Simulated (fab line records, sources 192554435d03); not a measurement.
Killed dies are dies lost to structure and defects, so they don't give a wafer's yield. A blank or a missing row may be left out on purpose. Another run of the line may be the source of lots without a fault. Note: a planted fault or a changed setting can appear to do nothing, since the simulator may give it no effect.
Matching of chambers -- flow n5_finfet -- N5_BEOL_M3_DEP_57 on pecvd-01: 3 sister chambers
The step deposits SiCN from 3MS/NH3, target thk 8 nm, time 14 s. 3 wafers are shown with their chamber, then 12 later ones without.

## WAFERS WITH THEIR CHAMBER
wafer,chamber,showerhead_plenum_p_Torr (Torr)
L089.4,2,3.664
L089.5,1,3.683
L089.6,0,3.694

## WAFERS WHOSE CHAMBER IS MISSING
wafer,showerhead_plenum_p_Torr (Torr)
L091.1,3.694
L091.2,3.683
L091.3,3.654
L091.4,3.665
L091.5,3.678
L091.6,3.685
L096.3,3.658
L096.4,3.698
L096.5,3.674
L097.1,3.688
L097.3,3.662
L097.4,3.685

## WHICH CHAMBER EACH WENT THROUGH
wafer,from the rows above,in truth
L091.1,0,0
L091.2,1,1
L091.3,2,2
L091.4,2,2
L091.5,can't be placed: 1 or 2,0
L091.6,can't be placed: 1 or 0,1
L096.3,2,2
L096.4,0,0
L096.5,can't be placed: 1 or 2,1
L097.1,can't be placed: 1 or 0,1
L097.3,2,2
L097.4,can't be placed: 1 or 0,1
Placed correctly: 7 of 12. Unplaceable from these rows: 5, with the true chamber sitting among the candidates in 4. 0 placed wrongly.
How it was worked out, from the rows above alone: a wafer's distance from a chamber is the root of the sum, over the readings, of the square of ((its reading less the chamber's mean) divided by the reading's scatter). If the next closest chamber is less than 2 further off than the closest, the wafer can't be placed; otherwise it belongs to the closest. The mean given for a chamber averages the wafers shown for that chamber. The scatter: root of mean squared gap, hidden wafer to nearest shown wafer, with one shown wafer a chamber.
